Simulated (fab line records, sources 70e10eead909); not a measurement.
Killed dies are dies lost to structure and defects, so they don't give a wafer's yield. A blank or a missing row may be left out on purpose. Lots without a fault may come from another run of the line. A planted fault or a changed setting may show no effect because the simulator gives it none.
fab line records | flow nand_harc
record lots=6 wafers=18 last_day=31
route steps=1302 shown A_M0@1162 A_M1@1169 END@1302
lots that met no fault: from a run of the same line without faults
start_h: hours from the record's first day to the start of the lot's first wafer shown | wait_h: hours since the lot's step before | " the same as in the row above | L1.1+2: a row that stands for several wafers | - no value, or no start given | * or withheld: withheld | < > ~ a bound
route shown NAME@n: a module of which the file shows steps, and the number in the route of the first | usual: mean/standard deviation of fault-free wafers | same: alike in all rows | chamber/n: place in a boat | sites: the reading at each site | _std_site: their standard deviation | _edge_site: outer sites' mean less inner sites' | radius_mm: how far each site lies from the wafer's centre | mask NAME#n: copy n | behind: the tool/chamber that last shaped the wafer | hold: why the lot was held/for how many hours/how that ended | device: the transistor (n, p or np) that didn't switch | end of line: the same wafers' tests at the end of the route | a step without rows: its recipe alone | killed: dies lost to structure and defects at the first sort, not the wafer's yield | map: a wafer's dies, x killed, . not, _ none there
set.NAME: the setting as run; set.NAME@STEP: as run at that earlier step | model.NAME: the simulator's own value behind a step, which no gauge read
lots at some steps of the route; a table a step, a row a wafer
services: from which hour (start_h, from the record's first day; less than 0 if before it) a tool's chamber was out of use, for how many hours, and why
## steps
# step NHARC_A_M0_CMP_23
# recipe t_overpolish_s=20 target_thk_nm=113.75
# usual motor_current_A=12.2/0.88 slurry_flow_ml_min=150.0/0.48 time_to_endpoint_s=28.5/2.5
# same t_overpolish_s=20
# columns lot.wafer tool chamber start_h wait_h motor_current_A slurry_flow_ml_min time_to_endpoint_s
L677.3 cmp-02 0 539.97 - 12.0 149.8 25.0
L677.5 " 2 " " 13.0 149.7 29.0
L677.6 " 3 " " 13.3 149.9 28.2
L680.4 cmp-01 3 573.73 - 12.1 150.5 27.7
L680.2 " 1 " " 13.4 149.8 30.5
L680.6 " 3 " " 11.3 149.7 29.3
L683.2 cmp-02 0 600.33 - 11.8 149.9 21.3
L683.3 " 1 " " 12.9 149.3 24.1
L683.1 " 2 " " 12.8 150.3 26.4
L685.4 cmp-04 1 604.23 - 12.3 150.7 30.9
L685.2 " 3 " " 10.3 149.7 30.4
L685.6 " 2 " " 12.6 149.3 27.8
L693.1 cmp-01 2 680.72 - 10.8 149.7 26.4
L693.2 " 3 " " 11.7 150.2 29.0
L693.4 " 0 " " 11.3 150.6 31.4
L696.2 cmp-02 2 704.56 - 12.8 149.3 30.6
L696.3 " 3 " " 12.8 150.2 30.9
L696.1 " 1 " " 13.5 149.9 32.5
# step NHARC_A_M0_THK_MEAS_24
# recipe thk_meas_gauge=xrf
# usual thk_nm=114.0/1.5
# columns lot.wafer tool chamber start_h wait_h thk_nm
L677.3 film_metro-01 - 540.23 - 114.3
L677.5 " - " " 113.6
L677.6 " - " " 111.6
L680.2 film_metro-02 - 574.02 - 115.5
L680.4 " - " " 113.4
L680.6 " - " " 114.2
L683.1 film_metro-01 - 600.64 - 113.1
L683.2 " - " " 111.8
L683.3 " - " " 111.3
L685.2 film_metro-02 - 604.54 - 115.1
L685.4 " - " " 113.1
L685.6 " - " " 115.1
L693.1 film_metro-02 - 681.03 - 115.8
L693.2 " - " " 113.4
L693.4 " - " " 117.2
L696.1 film_metro-02 - 704.88 - 115.7
L696.2 " - " " 116.1
L696.3 " - " " 115.5
# step NHARC_A_M0_SRD_25
# step NHARC_A_M0_INSPECT_27
# usual raw_defect_count=508/110
# columns lot.wafer tool chamber start_h wait_h raw_defect_count
L677.3 defect_inspect-01 - 540.39 0.0 673
L677.5 " - " " 541
L677.6 " - " " 387
L680.2 defect_inspect-01 - 574.18 0.0 532
L680.4 " - " " 648
L680.6 " - " " 595
L683.1 defect_inspect-01 - 600.80 0.0 333
L683.2 " - " " 419
L683.3 " - " " 362
L685.2 defect_inspect-02 - 604.70 0.0 562
L685.4 " - " " 540
L685.6 " - " " 541
L693.1 defect_inspect-02 - 681.19 0.0 505
L693.2 " - " " 489
L693.4 " - " " 495
L696.1 defect_inspect-02 - 705.03 0.0 897
L696.2 " - " " 633
L696.3 " - " " 605
# step NHARC_A_M0_PRE_CLEAN_31
# recipe time_s=12 temp_c=370 rf_power_w=300 gas=NH3
# step NHARC_A_M0_DEP_32
# recipe target_thk_a=300 temp_c=370 target_thk_nm=30 pressure_torr=3 flow_sccm=200 rf_w=450 material=SiCN
# usual heater_power_outer_w=320/40 heater_power_w=558/52
# columns lot.wafer tool chamber start_h wait_h heater_power_outer_w heater_power_w
L677.3 pecvd-03 0 540.58 0.1 338 595
L677.6 " 0 " " 337 581
L677.5 " 1 " " 274 514
L680.2 pecvd-02 0 574.41 0.1 377 612
L680.4 " 2 " " 348 632
L680.6 " 0 " " 371 633
L683.2 pecvd-04 2 600.94 0.1 268 491
L683.3 " 0 " " 331 564
L683.1 " 1 " " 380 657
L685.2 pecvd-04 0 604.84 0.1 309 534
L685.6 " 1 " " 304 568
L685.4 " 2 " " 298 512
L693.1 pecvd-04 0 681.38 0.1 346 589
L693.2 " 1 " " 279 513
L693.4 " 1 " " 277 518
L696.3 pecvd-03 1 705.18 0.1 264 517
L696.1 " 2 " " 283 525
L696.2 " 0 " " 264 504
# step NHARC_A_M1_DEP_00
# recipe target_thk_a=1825 target_thk_nm=182.5 temp_c=withheld pressure_torr=5 flow_sccm=200 rf_w=600 material=SiOC
# step NHARC_A_M1_DEHYDRATE_01
# recipe temp_c=150 time_s=120
# step NHARC_A_M1_HMDS_02
# recipe time_s=30
# step NHARC_A_M1_COAT_34
# recipe temp_c=200 time_s=65
# step NHARC_A_M1_COAT_03
# recipe spin_rpm=1500 resist_thk_nm=90
# step NHARC_A_M1_SOFTBAKE_04
# recipe temp_c=105 time_s=55
# usual heater_power_total_W=188.46/0.15
# columns lot.wafer tool chamber start_h wait_h heater_power_total_W
L677.3 litho_track-01 0 541 - 188.38
L677.5 " 0 " " 188.40
L677.6 " 0 " " 188.45
L680.2 litho_track-04 0 575 - 188.36
L680.4 " 0 " " 188.42
L680.6 " 0 " " 188.75
L683.1 litho_track-04 0 601 - 218.46
L683.2 " 0 " " 218.61
L683.3 " 0 " " 218.73
L685.2 litho_track-04 0 605 - 218.86
L685.4 " 0 " " 218.27
L685.6 " 0 " " 218.50
L693.1 litho_track-06 0 682 - 188.70
L693.2 " 0 " " 188.70
L693.4 " 0 " " 188.44
L696.1 litho_track-01 0 706 - 188.45
L696.2 " 0 " " 188.37
L696.3 " 0 " " 188.30
# step NHARC_A_M1_EBR_05
# step NHARC_A_M1_EXPOSE_06
# recipe na=1.35 target_cd_nm=120 dose_mj=75.13 mask_id=A_M1
# step NHARC_A_M1_PEB_07
# recipe peb_temp_c=100 peb_time_s=65
# step NHARC_A_M1_DEVELOP_08
# recipe develop_time_s=35 dev_temp_c=23
# step NHARC_A_M1_CD_MEAS_09
# recipe target_cd_nm=120 landing_energy_ev=500
# usual cd_nm=120.0/0.64
# columns lot.wafer tool chamber start_h wait_h cd_nm
L677.3 cd_sem-02 0 541.67 - 119.8
L677.5 " 0 " " 119.7
L677.6 " 0 " " 119.0
L680.2 cd_sem-02 0 575.55 - 120.0
L680.4 " 0 " " 120.8
L680.6 " 0 " " 119.9
L683.1 cd_sem-02 0 602.42 - 117.1
L683.2 " 0 " " 118.5
L683.3 " 0 " " 117.5
L685.2 cd_sem-03 0 605.96 - 119.4
L685.4 " 0 " " 118.4
L685.6 " 0 " " 119.1
L693.1 cd_sem-03 0 682.56 - 120.8
L693.2 " 0 " " 120.7
L693.4 " 0 " " 121.2
L696.1 cd_sem-02 0 706.30 - 119.9
L696.2 " 0 " " 119.9
L696.3 " 0 " " 119.7
# step NHARC_A_M1_OVL_MEAS_10
# recipe pitch_nm=240
# usual overlay_x_nm=-0.1/0.89 overlay_y_nm=0.2/0.96
# columns lot.wafer tool chamber start_h wait_h overlay_x_nm overlay_y_nm
L677.3 overlay-01 - 541.75 - 0.9 0.6
L677.5 " - " " 0.3 0.3
L677.6 " - " " 0.2 0.1
L680.2 overlay-02 - 575.64 - -1.5 -0.4
L680.4 " - " " -2.2 0.4
L680.6 " - " " -2.1 -0.9
L683.1 overlay-01 - 602.50 - 0.3 2.2
L683.2 " - " " 0.3 1.7
L683.3 " - " " 0.3 2.1
L685.2 overlay-02 - 606.05 - -0.4 0.9
L685.4 " - " " -0.5 0.7
L685.6 " - " " -0.2 0.8
L693.1 overlay-02 - 682.65 - -0.8 -1.3
L693.2 " - " " -1.0 -1.5
L693.4 " - " " -2.0 -2.0
L696.1 overlay-01 - 706.39 - 0.3 0.9
L696.2 " - " " 0.3 0.1
L696.3 " - " " 0.4 0.0
# step NHARC_A_M1_INSPECT_11
# usual raw_defect_count=89/37
# columns lot.wafer tool chamber start_h wait_h raw_defect_count
L677.3 defect_inspect-01 - 541.79 0.0 50
L677.5 " - " " 53
L677.6 " - " " 60
L680.2 defect_inspect-02 - 575.67 0.0 100
L680.4 " - " " 83
L680.6 " - " " 111
L683.1 defect_inspect-01 - 602.54 0.0 31
L683.2 " - " " 30
L683.3 " - " " 30
L685.2 defect_inspect-02 - 606.09 0.0 125
L685.4 " - " " 130
L685.6 " - " " 136
L693.1 defect_inspect-01 - 682.68 0.0 93
L693.2 " - " " 92
L693.4 " - " " 99
L696.1 defect_inspect-01 - 706.42 0.0 129
L696.2 " - " " 124
L696.3 " - " " 109
# step NHARC_A_M1_DESCUM_14
# recipe time_s=3 o2_flow_sccm=200 ar_flow_sccm=0 bias_power_w=0 chemistry=O2
# usual drypump_motor_current_A=5.7/0.48 oes_product_au=0.998/0.0095 rf_vpp_V=57.7/0.94 showerhead_plenum_p_Torr=1.90/0.081 throttle_valve_pct=11.311/0.0086
# columns lot.wafer tool chamber start_h wait_h drypump_motor_current_A oes_product_au rf_hours_counter_h rf_vpp_V showerhead_plenum_p_Torr throttle_valve_pct model.A_M1.cd_nm
L677.3 rie_diel-09 2 541.86 0.1 6.4 0.997 1 58.2 1.93 11.311 120.6
L677.6 " 1 " " 6.1 0.999 - 58.1 1.93 11.324 119.2
L677.5 " 2 " " 6.4 0.992 - 57.2 1.93 11.304 120.5
L680.2 rie_diel-11 0 575.73 0.1 5.7 1.006 9 57.5 2.03 11.307 120.3
L680.4 " 1 " " 4.8 0.983 8 59.0 2.02 11.318 119.3
L680.6 " 1 " " 4.8 0.991 - 59.0 2.02 11.301 118.7
L683.3 rie_diel-09 2 602.60 0.1 6.4 0.975 4 58.6 1.93 11.308 117.7
L683.1 " 3 " " 5.4 1.002 5 57.1 1.89 11.303 117.1
L683.2 " 1 " " 6.1 0.998 5 57.2 1.93 11.299 118.6
L685.2 rie_diel-09 3 606.17 0.1 5.4 1.012 5 57.1 1.89 11.294 119.3
L685.4 " 1 " " 6.1 1.005 - 57.0 1.93 11.304 119
L685.6 " 2 " " 6.4 0.994 - 57.5 1.93 11.295 119.7
L693.1 rie_diel-02 3 682.75 0.1 5.2 1.002 4 57.6 1.89 11.302 121.5
L693.2 " 2 " " 6.3 0.998 4 57.0 1.79 11.310 121.4
L693.4 " 3 " " 5.3 0.989 - 57.0 1.89 11.315 121.3
L696.1 rie_diel-11 2 706.48 0.1 5.4 0.996 5 57.4 1.83 11.312 119.9
L696.3 " 0 " " 5.7 0.990 6 57.3 2.03 11.318 120
L696.2 " 1 " " 4.8 1.000 5 58.6 2.02 11.321 119.9
# step NHARC_A_M1_ETCH_35
# recipe target_depth_a=400 overetch_a=120 time_s=43.94 ion_energy_ev=200 n2_flow_sccm=150 h2_flow_sccm=150 ar_flow_sccm=0 rf_w=400 bias_w=150 chemistry=N2/H2
# usual drypump_motor_current_A=5.7/0.48 oes_product_au=0.999/0.01 rf_vpp_V=430.1/2.5 showerhead_plenum_p_Torr=2.02/0.089 throttle_valve_pct=14.171/0.0083
# columns lot.wafer tool chamber start_h wait_h drypump_motor_current_A oes_product_au rf_hours_counter_h rf_vpp_V showerhead_plenum_p_Torr throttle_valve_pct
L677.3 rie_diel-09 2 541.97 0.1 6.4 0.988 1 430.6 2.05 14.161
L677.6 " 1 " " 6.1 1.008 - 431.2 2.06 14.176
L677.5 " 2 " " 6.4 0.996 - 430.5 2.06 14.163
L680.2 rie_diel-11 3 575.83 0.1 5.7 1.010 7 426.7 1.91 14.166
L680.4 " 0 " " 5.7 1.015 9 433.6 2.17 14.177
L680.6 " 1 " " 4.8 0.997 - 432.7 2.16 14.165
L683.1 rie_diel-09 2 602.70 0.1 6.5 1.000 4 430.4 2.05 14.177
L683.3 " 3 " " 5.4 1.010 5 429.8 2.02 14.167
L683.2 " 1 " " 6.1 0.996 5 431.0 2.06 14.182
L685.2 rie_diel-09 1 606.25 0.1 6.1 1.001 5 428.6 2.06 14.174
L685.6 " 1 " " 6.1 1.004 - 431.2 2.06 14.167
L685.4 " 3 " " 5.4 1.011 - 429.4 2.02 14.175
L693.2 rie_diel-02 0 682.85 0.1 5.7 1.003 4 427.7 1.94 14.164
L693.1 " 3 " " 5.3 0.981 4 430.1 2.01 14.171
L693.4 " 0 " " 5.6 1.000 - 427.2 1.94 14.176
L696.1 rie_diel-11 0 706.57 0.1 5.7 0.995 6 433.9 2.16 14.168
L696.2 " 2 " " 5.5 0.988 5 428.7 1.95 14.198
L696.3 " 3 " " 5.7 1.001 6 426.3 1.91 14.171
# step NHARC_A_M1_ETCH_15
# recipe target_depth_a=1825 time_s=91.2 c4f8_flow_sccm=withheld ar_flow_sccm=400 rf_w=600 bias_w=300 chemistry=C4F8/Ar
# usual oes_product_au=0.949/0.022 rf_vpp_V=440.4/2.6
# columns lot.wafer tool chamber start_h wait_h oes_product_au rf_hours_counter_h rf_vpp_V
L677.3 rie_diel-09 3 - - 0.966 2 440.6
L677.5 " 1 " " 0.975 - 444.2
L677.6 " 3 " " 0.975 - 439.8
L680.2 rie_diel-11 1 - - 0.950 8 444.2
L680.4 " 3 " " 0.971 7 437.3
L680.6 " 2 " " 0.961 - 436.5
L683.2 rie_diel-09 3 - - 0.960 5 440.0
L683.1 " 1 " " 0.955 5 442.4
L683.3 " 2 " " 0.948 4 441.5
L685.2 rie_diel-09 1 - - 0.922 5 441.5
L685.6 " 1 " " 0.915 - 442.4
L685.4 " 3 " " 0.929 - 439.5
L693.1 rie_diel-02 3 - - 0.957 4 439.1
L693.2 " 0 " " 0.970 4 438.6
L693.4 " 3 " " 0.949 - 439.0
L696.1 rie_diel-11 1 - - 0.920 5 443.0
L696.3 " 3 " " 0.910 6 437.4
L696.2 " 0 " " 0.917 6 444.6
# step NHARC_A_M1_CD_MEAS_16
# usual cd_nm=120.1/0.79
# columns lot.wafer tool chamber start_h wait_h cd_nm
L677.3 cd_sem-01 - 542.20 - 120.6
L677.5 " - " " 120.3
L677.6 " - " " 118.9
L680.2 cd_sem-01 - 576.04 - 120.1
L680.4 " - " " 119.7
L680.6 " - " " 119.2
L683.1 cd_sem-02 - 602.95 - 116.6
L683.2 " - " " 118.5
L683.3 " - " " 118.0
L685.2 cd_sem-01 - 606.50 - 118.4
L685.4 " - " " 118.9
L685.6 " - " " 119.0
L693.1 cd_sem-01 - 683.10 - 121.4
L693.2 " - " " 121.1
L693.4 " - " " 121.0
L696.1 cd_sem-03 - 706.79 - 120.2
L696.2 " - " " 120.0
L696.3 " - " " 120.4
# step NHARC_A_M1_STRIP_18
# recipe power_w=1000 n2_flow_sccm=150 h2_flow_sccm=150 ar_flow_sccm=0 bias_w=0 chemistry=N2/H2
# usual drypump_motor_current_A=5.7/0.44 oes_product_au=0.999/0.01 rf_vpp_V=90.5/0.92 showerhead_plenum_p_Torr=1.99/0.084 throttle_valve_pct=14.173/0.0097
# columns lot.wafer tool chamber start_h wait_h drypump_motor_current_A oes_product_au rf_hours_counter_h rf_vpp_V showerhead_plenum_p_Torr throttle_valve_pct
L677.3 rie_diel-02 0 542.32 0.1 5.6 1.008 3 90.8 1.94 14.180
L677.6 " 2 " " 6.4 1.013 - 88.7 1.90 14.189
L677.5 " 3 " " 5.3 0.985 - 89.9 2.01 14.177
L680.4 rie_diel-11 3 576.16 0.1 5.7 1.016 7 90.5 1.92 14.164
L680.2 " 0 " " 5.7 1.011 9 89.9 2.17 14.163
L680.6 " 1 " " 4.8 0.997 - 90.7 2.16 14.170
L683.3 rie_diel-02 0 603.04 0.1 5.6 0.990 1 90.3 1.94 14.173
L683.2 " 1 " " 5.7 0.992 1 90.5 1.94 14.187
L683.1 " 3 " " 5.3 0.996 1 90.0 2.01 14.183
L685.2 rie_diel-11 0 606.59 0.1 5.7 1.012 12 91.4 2.17 14.198
L685.4 " 1 " " 4.8 1.001 10 91.2 2.16 14.162
L685.6 " 0 " " 5.7 1.002 - 93.1 2.17 14.164
L693.2 rie_diel-02 0 683.17 0.1 5.7 0.999 4 89.7 1.94 14.161
L693.1 " 2 " " 6.3 1.002 4 89.6 1.90 14.169
L693.4 " 0 " " 5.7 1.005 - 90.5 1.94 14.185
L696.3 rie_diel-02 2 706.86 0.1 6.3 0.976 5 90.3 1.90 14.164
L696.1 " 0 " " 5.7 0.995 5 90.0 1.94 14.180
L696.2 " 1 " " 5.7 0.978 4 89.9 1.94 14.177
# step NHARC_A_M1_ETCH_28
# recipe target_depth_a=300 over_etch_frac=0.3 time_s=72.99 ion_energy_ev=150 cf4_flow_sccm=50 n2_flow_sccm=100 ar_flow_sccm=150 rf_w=300 bias_w=100 chemistry=CF4/N2
# usual drypump_motor_current_A=5.7/0.43 oes_product_au=0.999/0.0092 rf_vpp_V=313.3/1.8 showerhead_plenum_p_Torr=2.57/0.097 throttle_valve_pct=19.794/0.0087
# columns lot.wafer tool chamber start_h wait_h drypump_motor_current_A oes_product_au rf_hours_counter_h rf_vpp_V showerhead_plenum_p_Torr throttle_valve_pct model.A_M1.cd_nm
L677.3 rie_diel-02 2 - - 6.3 1.011 3 310.9 2.46 19.801 120.7
L677.6 " 2 " " 6.3 0.994 - 310.9 2.46 19.797 118.1
L677.5 " 3 " " 5.2 0.998 - 314.9 2.59 19.791 120.3
L680.2 rie_diel-11 0 - - 5.7 1.004 9 315.6 2.78 19.771 120.1
L680.4 " 3 " " 5.8 0.997 7 311.1 2.48 19.791 119.9
L680.6 " 1 " " 4.8 0.983 - 316.4 2.77 19.803 118.7
L683.2 rie_diel-02 0 - - 5.6 0.996 1 311.4 2.51 19.805 118.7
L683.3 " 1 " " 5.7 0.997 1 312.3 2.50 19.779 118.1
L683.1 " 2 " " 6.4 0.988 1 312.5 2.46 19.797 116.1
L685.2 rie_diel-11 0 - - 5.7 0.995 12 318.4 2.78 19.794 118.2
L685.4 " 1 " " 4.8 0.998 10 316.1 2.77 19.814 118.6
L685.6 " 3 " " 5.7 1.006 - 311.6 2.48 19.810 118.7
L693.1 rie_diel-02 0 - - 5.7 0.996 4 313.0 2.51 19.800 120.7
L693.2 " 2 " " 6.3 0.995 4 311.3 2.46 19.788 120.8
L693.4 " 2 " " 6.3 0.989 - 311.7 2.46 19.781 120.7
L696.2 rie_diel-02 3 - - 5.3 0.989 5 315.2 2.59 19.795 119.9
L696.1 " 0 " " 5.6 0.998 5 312.8 2.51 19.786 120.4
L696.3 " 1 " " 5.7 0.989 4 311.3 2.50 19.802 120
# step NHARC_A_M1_STRIP_19
# recipe time_s=600 temp_c=30 chemistry=post_etch_residue_remover
# step NHARC_END_SORT_01
# recipe temp_c=25
# usual defect_limited_yield=91.0/2.6 killed_at_array=57/17 killed_at_other=0.5/0.82 killed_at_periphery=4.0/2.8 killed_dies=61/18 killed_open=2.9/2 killed_short=2.3/1.7
# same gross_dies=677
# columns lot.wafer tool chamber start_h wait_h defect_limited_yield[%] killed_at_array killed_at_other killed_at_periphery killed_dies killed_open killed_short
L683.1 prober-01 0 638.03 2.5 94.2 35 0 4 39 5 5
L683.2 prober-01 0 638.83 2.8 95.7 28 1 0 29 4 1
L683.3 prober-01 0 639.64 3.1 95.4 30 0 1 31 2 1
L685.2 prober-02 0 646.64 2.8 90.1 63 0 4 67 5 2
L685.4 prober-02 0 648.24 3.4 92.9 46 1 1 48 4 3
L685.6 prober-02 0 649.84 4.0 92.8 47 2 0 49 2 3
L693.1 prober-01 0 718.02 2.5 89.5 67 0 4 71 4 4
L693.2 prober-01 0 718.82 2.8 92.2 44 0 9 53 2 0
L693.4 prober-01 0 720.42 3.4 89.1 67 1 6 74 2 3
L696.1 prober-02 0 743.93 2.5 89.5 65 0 6 71 5 2
L696.2 prober-02 0 744.74 2.8 87.4 82 2 1 85 1 1
L696.3 prober-02 0 745.56 3.1 89.1 66 1 7 74 1 4
# killed by level:class
L683.1 A_CHANNEL_HOLE_D1:chamber_film_flake=8 A_CHANNEL_HOLE_D2:chamber_film_flake=7 A_CONTACT:chamber_film_flake=4 A_DECK1_JOINT:chamber_film_flake=3 A_CHANNEL_FILL_D2:chamber_film_flake=3 P_ZERO_WELL:chamber_film_flake=2 P_M0:geometric_particle:open=1 A_CHANNEL_FILL_D1:geometric_particle:short=1
L683.2 A_CHANNEL_HOLE_D2:chamber_film_flake=12 A_CONTACT:chamber_film_flake=6 A_ONON_D2:geometric_particle:open=2 A_CHANNEL_FILL_D2:chamber_film_flake=2 A_ONON_D2:geometric_particle:short=1 A_CHANNEL_FILL_D2:geometric_particle:open=1 A_WL_FILL:geometric_particle:open=1 A_CHANNEL_HOLE_D1:chamber_film_flake=1
L683.3 A_CHANNEL_HOLE_D2:chamber_film_flake=13 A_CHANNEL_HOLE_D1:chamber_film_flake=5 A_CONTACT:chamber_film_flake=4 A_STAIRCASE:chamber_film_flake=3 A_CHANNEL_HOLE_D1:geometric_particle:short=1 A_CHANNEL_FILL_D2:geometric_particle:open=1 A_WL_FILL:geometric_particle:open=1 P_GATE:chamber_film_flake=1
L685.2 A_CHANNEL_HOLE_D1:chamber_film_flake=26 A_CHANNEL_HOLE_D2:chamber_film_flake=17 A_CONTACT:chamber_film_flake=5 A_ZERO_WELL:chamber_film_flake=2 A_WL_FILL:chamber_film_flake=2 A_CHANNEL_FILL_D1:chamber_film_flake=2 A_CHANNEL_FILL_D2:chamber_film_flake=2 P_M1:geometric_particle:open=1
L685.4 A_CHANNEL_HOLE_D1:chamber_film_flake=17 A_CHANNEL_HOLE_D2:chamber_film_flake=14 A_CONTACT:chamber_film_flake=3 A_WL_FILL:chamber_film_flake=2 P_M1:geometric_particle:short=1 A_SOURCE_PLATE:geometric_particle:open=1 A_CHANNEL_FILL_D1:geometric_particle:short=1 A_DECK1_JOINT:geometric_particle:open=1
L685.6 A_CHANNEL_HOLE_D1:chamber_film_flake=14 A_CHANNEL_HOLE_D2:chamber_film_flake=12 A_CONTACT:chamber_film_flake=10 A_CHANNEL_FILL_D1:chamber_film_flake=2 THIN_TSV:chamber_film_flake=2 A_ONON_D1:geometric_particle:short=1 A_CHANNEL_HOLE_D1:geometric_particle:short=1 A_DECK1_JOINT:geometric_particle:short=1
L693.1 A_CHANNEL_HOLE_D1:chamber_film_flake=25 A_CHANNEL_HOLE_D2:chamber_film_flake=25 A_CONTACT:chamber_film_flake=4 A_STAIRCASE:chamber_film_flake=3 A_SLIT:chamber_film_flake=3 A_M0:chamber_film_flake=2 P_GATE:geometric_particle:open=1 P_CONTACT:geometric_particle:open=1
L693.2 A_CHANNEL_HOLE_D2:chamber_film_flake=18 A_CHANNEL_HOLE_D1:chamber_film_flake=14 P_M1:chamber_film_flake=6 A_SLIT:chamber_film_flake=6 A_CONTACT:chamber_film_flake=2 A_ONON_D1:geometric_particle:open=1 A_M0:geometric_particle:open=1 P_STI:chamber_film_flake=1
L693.4 A_CHANNEL_HOLE_D1:chamber_film_flake=42 A_CHANNEL_HOLE_D2:chamber_film_flake=16 P_M1:chamber_film_flake=4 A_CONTACT:chamber_film_flake=3 A_STAIRCASE:chamber_film_flake=2 P_GATE:geometric_particle:open=1 P_M0:geometric_particle:open=1 A_ONON_D1:geometric_particle:short=1
L696.1 A_SLIT:chamber_film_flake=29 A_CHANNEL_HOLE_D1:chamber_film_flake=20 A_CONTACT:chamber_film_flake=7 P_M2:chamber_film_flake=2 A_STAIRCASE:chamber_film_flake=2 P_GATE:geometric_particle:open=1 P_M0:geometric_particle:open=1 A_ONON_D1:geometric_particle:open=1
L696.2 A_SLIT:chamber_film_flake=38 A_CHANNEL_HOLE_D1:chamber_film_flake=34 A_STAIRCASE:chamber_film_flake=4 A_CONTACT:chamber_film_flake=2 THIN_TSV:chamber_film_flake=2 A_ONON_D1:geometric_particle:open=1 A_CHANNEL_FILL_D2:geometric_particle:short=1 P_GATE:chamber_film_flake=1
L696.3 A_SLIT:chamber_film_flake=33 A_CHANNEL_HOLE_D1:chamber_film_flake=20 A_STAIRCASE:chamber_film_flake=7 P_ZERO_WELL:chamber_film_flake=2 P_M2:chamber_film_flake=2 A_WL_FILL:chamber_film_flake=2 A_CONTACT:chamber_film_flake=2 P_GATE:geometric_particle:short=1
## services
# columns tool chamber start_h hours kind
cmp-02 - 526.50 4.0 pm
rie_diel-09 0 535.80 127.6 repair
cmp-01 - 539.25 3.4 repair
pecvd-03 - 547.12 13.0 pm
litho_track-04 - 553.00 7.0 pm
rie_diel-11 3 566.30 7.3 repair
cmp-01 - 567.90 2.1 repair
cmp-02 - 568.30 1.8 repair
rie_diel-02 - 570.74 9.0 pm
pecvd-04 2 577.50 6.2 repair
rie_diel-09 2 586.40 5.8 repair
pecvd-03 2 588.59 15.7 repair
cmp-01 - 592.21 0.5 repair
cmp-01 - 598.44 4.0 pm
rie_diel-11 - 609.50 9.0 pm
cmp-02 - 620.49 1.0 repair
cmp-02 - 624.65 4.0 pm
pecvd-04 - 631.00 13.0 pm
rie_diel-09 1 636.37 12.3 repair
rie_diel-09 2 645.53 10.0 repair
cmp-02 - 648.58 0.5 repair
rie_diel-11 - 659.81 0.3 repair
rie_diel-09 - 674.13 9.0 pm
rie_diel-02 1 678.42 17.0 repair
## key
first_sign step=NHARC_A_M1_SOFTBAKE_04 reading=heater_power_total_W direction=up sigmas=99+ usual=* struck=*
effect step=NHARC_A_M1_CD_MEAS_09 reading=cd_nm direction=down sigmas=2.6 usual=120.0 struck=118.3 through=control_loop
effect step=NHARC_A_M1_CD_MEAS_16 reading=cd_nm direction=down sigmas=2.3 usual=120.1 struck=118.2 wafers_moved=3 through=control_loop
model_effect step=NHARC_A_M1_DESCUM_14 value=A_M1.cd_nm without=120.2 struck=118.6
model_effect step=NHARC_A_M1_ETCH_28 value=A_M1.cd_nm without=119.7 struck=118.1
met_at NHARC_A_M1_SOFTBAKE_04
struck_wafers L683.1,L683.2,L683.3,L685.2,L685.4,L685.6
loop_trim step=NHARC_A_M1_EXPOSE_06 setting=dose lots=L685
onset_between 575 601
fault kind=process_parameter_drift tool=litho_track-04 chamber=- onset_h=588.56 steps=NHARC_A_M1_SOFTBAKE_04 channel=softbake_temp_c offset=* shape=step end_h=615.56 acts_in=* stated=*
# loop_trim: a control loop set the setting to another value than it would have without faults
